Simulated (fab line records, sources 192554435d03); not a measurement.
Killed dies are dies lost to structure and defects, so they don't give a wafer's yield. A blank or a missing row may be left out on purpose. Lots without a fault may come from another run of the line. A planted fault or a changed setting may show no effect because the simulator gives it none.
Which tool did it? | flow n5_finfet | 6 lots, 16 wafers sampled, at 1 step of a route of 1938

WHAT THE GAUGES READ, wafer by wafer
N5_HKMG_FIN_THK_MEAS_70: measures by xrf.
lot  | measured    | on            | HK_THK (nm)
L342 | day 4 13:55 | film_metro-01 | 1.602 1.623 1.602
L347 | day 6 01:31 | film_metro-02 | 1.621 1.565
L350 | day 6 19:36 | film_metro-01 | 1.579 1.608 1.605
L356 | day 8 02:02 | film_metro-02 | 1.609 1.594 1.662
L361 | day 9 14:05 | film_metro-01 | 1.619 1.599 1.636
L362 | day 9 23:14 | film_metro-01 | 1.588 1.605

WHICH TOOL RAN EACH LOT (tool, then ch and the chambers of the sampled wafers, then the start)
The record holds no process step before these readings.

THE ANSWER, worked out from the rows above alone
Rule: what is usual is taken from the lots themselves. Put in order of their means at a reading, lots are off if they are a third of the lots or fewer, leave a main group of 4 or more, and stand apart from it by a gap of 3 or more times the standard deviation of the main group's means; of several such gaps the widest counts. A main group whose means are all the same, to the digits that the tables above print for the reading, isn't used. A lot without any number at a reading at which 4 lots or more have one is off too. The other lots that the step has rows for count as sound.
No lot is off at any reading shown: from this, nothing can be told.

WHAT THE SIMULATOR HAD PUT IN
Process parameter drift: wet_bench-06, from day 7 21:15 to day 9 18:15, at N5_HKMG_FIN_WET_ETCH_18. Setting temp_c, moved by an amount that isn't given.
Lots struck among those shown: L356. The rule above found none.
